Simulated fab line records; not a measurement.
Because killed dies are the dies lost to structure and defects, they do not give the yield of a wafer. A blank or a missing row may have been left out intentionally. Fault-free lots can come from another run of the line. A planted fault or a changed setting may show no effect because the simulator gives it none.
Matching of chambers -- flow n5_finfet -- 4 sister chambers for N5_BEOL_M9_VIA_ETCH_34 on rie_diel-03
The step etches SiCOH lowk in C4F6/O2, target depth 182.4 nm, time 68.4 s. 4 wafers are shown with their chamber, then 9 later ones without.

EACH WAFER AND ITS CHAMBER
wafer,chamber,drypump_motor_current_A (A)
L086.1,0,5.7
L087.3,3,5.5
L088.5,1,4.9
L088.6,2,6.6

WAFERS WITHOUT THEIR CHAMBER
wafer,drypump_motor_current_A (A)
L093.2,4.9
L093.4,5.5
L093.6,5.5
L091.1,4.9
L091.4,5.4
L091.5,5.7
L097.1,5.5
L097.3,4.9
L097.5,4.9

EACH ONE'S CHAMBER
wafer,from the rows above,in truth
L093.2,1,1
L093.4,3,3
L093.6,3,3
L091.1,1,1
L091.4,3,3
L091.5,0,0
L097.1,3,3
L097.3,1,1
L097.5,1,1
Correctly placed: 9 of 9. Number that these rows cannot place: 0. Wrongly placed: 0.
How it was worked out, from the rows above alone: a wafer's distance from a chamber is the root of the sum, over the readings, of the square of ((its reading less the chamber's mean) divided by the reading's scatter). The wafer belongs to the nearest chamber; if the next one is less than 2 further off, it can't be placed. Each chamber's mean is taken over the wafers shown for it. The scatter (one wafer shown for each chamber): square how far every hidden wafer sits from the nearest shown wafer, average those squares and take the square root.
